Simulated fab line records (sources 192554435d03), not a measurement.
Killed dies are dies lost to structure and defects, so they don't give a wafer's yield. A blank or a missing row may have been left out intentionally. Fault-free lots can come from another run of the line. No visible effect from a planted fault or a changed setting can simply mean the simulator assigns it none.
Split-lot experiment -- flow n5Finfet -- route with 1938 steps; 7 lots, 21 wafers read

## ABOUT THE SPLIT
At N5_BEOL_M5_TRENCH_ETCH_37 (etches SiCOH lowk in C4F6/O2, target depth 71.652 nm, time 24.7 s), the setting timeS was moved away from the recipe's 24.7 s on 9 of the 21 wafers read, by -19.7% to +14.0%. All remaining wafers had this setting at the recipe value.

## FROM THE SPLIT TO THE READING: what the file shows between them, 13 steps
- N5_BEOL_M5_ETCH_41: etches SiCN in CH3F/O2, target depth 31.5 nm, time 56.7 s
- N5_BEOL_M5_STRIP_91: strips in N2/H2, time 10 s
- N5_BEOL_M5_OCD_MEAS_38
- N5_BEOL_M5_HM_STRIP_39: strips TiN in peroxide tin strip, target depth 25 nm, time 158 s
- N5_BEOL_M5_SRD_40: time 30 s
- N5_BEOL_M5_ECD_50: material Cu, target thk 300 nm
- N5_BEOL_M5_ANNEAL_51: time 90 s
- N5_BEOL_M5_CMP_52: polishes, stops on SiCOH lowk, t overpolish 6.9 s, target thk 62 nm
- N5_BEOL_M5_THK_MEAS_53: measures by xrf
- N5_BEOL_M5_PRE_CLEAN_77: time 15 s
- N5_BEOL_M5_CO_CAP_78: material Co, precursor CCTBA/H2, target thk 2 nm, time 102.1 s
- N5_BEOL_M5_PRE_CLEAN_55: time 15 s
- N5_BEOL_M5_DEP_56: deposits SiCN from 3MS/NH3, target thk 8 nm, time 14 s

## THE READING
M5_RS in ohm/sq, measured at N5_BEOL_M5_RS_MEAS_57 by four-point-probe. Typical for fault-free wafers on this fab line: 0.386 ohm/sq, with standard deviation 0.013 ohm/sq.

wafer,"tool, chamber at the split","timeS as run, s",against the recipe,"M5_RS, ohm/sq",against lot-mates on the recipe
L077.1,"rieDiel-01, 1",24.7,recipe,0.394,-
L077.4,"rieDiel-01, 3",24.7,recipe,0.370,-
L077.5,"rieDiel-01, 0",24.7,recipe,0.388,-
L081.2,"rieDiel-03, 2",27.87,+12.8%,0.323,-0.049
L081.4,"rieDiel-03, 3",27.87,+12.8%,0.316,-0.056
L081.6,"rieDiel-03, 3",24.7,recipe,0.372,-
L083.2,"rieDiel-03, 0",28.15,+14.0%,0.324,-0.072
L083.5,"rieDiel-03, 3",28.15,+14.0%,0.319,-0.077
L083.6,"rieDiel-03, 0",24.7,recipe,0.396,-
L084.2,"rieDiel-03, 3",19.83,-19.7%,0.514,+0.127
L084.3,"rieDiel-03, 0",19.83,-19.7%,0.536,+0.149
L084.4,"rieDiel-03, 1",24.7,recipe,0.387,-
L086.3,"rieDiel-03, 2",21.36,-13.5%,0.471,no lot-mate on the recipe
L086.4,"rieDiel-03, 3",21.36,-13.5%,0.447,no lot-mate on the recipe
L086.5,"rieDiel-03, 1",21.36,-13.5%,0.477,no lot-mate on the recipe
L089.1,"rieDiel-02, 0",24.7,recipe,0.405,-
L089.5,"rieDiel-02, 3",24.7,recipe,0.402,-
L089.6,"rieDiel-02, 2",24.7,recipe,0.388,-
L097.1,"rieDiel-01, 3",24.7,recipe,0.381,-
L097.3,"rieDiel-01, 2",24.7,recipe,0.388,-
L097.6,"rieDiel-01, 1",24.7,recipe,0.384,-

THE FIT
A straight line over all 21 wafers: M5_RS changes by -0.00589 ohm/sq for each +1% of timeS; r = -0.98; the points scatter about the line by 0.013 ohm/sq.
The same after taking each lot's own level away (the mean of its wafers on the recipe; 18 wafers): -0.00598 ohm/sq for each +1%; r = -0.98; scatter 0.012 ohm/sq.
Per that fit: largest timeS move, reading shift of 0.12 ohm/sq.
Measured against the standard deviation above, the lots' own levels, which go from 0.3720 to 0.3983 ohm/sq, span 2.0 times it.
Consequently the slope shifts little with the lot-to-lot level, the two slopes agreeing.
Check: with one of the wafers moved furthest among these (-19.7%) left out of the fit, the line predicts +0.122 ohm/sq for it against its lot-mates. Against them it came out at +0.127 ohm/sq.

## THE WHOLE CHAIN: every reading that the file lists as answering this split, in the file's order
step,what it does,reading,change (the file's fit),r (the file's)
N5_BEOL_M5_TRENCH_ETCH_37,"etches SiCOH lowk in C4F6/O2, target depth 71.652 nm, time 24.7 s","etch.depthNm (the simulator's own value, which no gauge read)",+0.73 nm for each +1% of the setting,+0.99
N5_BEOL_M5_TRENCH_ETCH_37,"etches SiCOH lowk in C4F6/O2, target depth 71.652 nm, time 24.7 s","BEOL_M5.featureDepthNm (the simulator's own value, which no gauge read)",+0.727 nm for each +1% of the setting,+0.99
N5_BEOL_M5_OCD_MEAS_38,,trenchDepthNm,+0.725 nm for each +1% of the setting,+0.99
N5_BEOL_M5_CMP_52,"polishes, stops on SiCOH lowk, t overpolish 6.9 s, target thk 62 nm","Cu_of_BEOL_M5_ECD_50.thkNm (the simulator's own value, which no gauge read)",+0.722 nm for each +1% of the setting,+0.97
N5_BEOL_M5_THK_MEAS_53,measures by xrf,M5_THK,+0.736 for each +1% of the setting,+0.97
N5_BEOL_M5_RS_MEAS_57,measures by four-point-probe,M5_RS,-0.00594 for each +1% of the setting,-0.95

## FILE'S OWN FIT
M5_RS changes by -0.00594 ohm/sq for each +1% of timeS, r = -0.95.
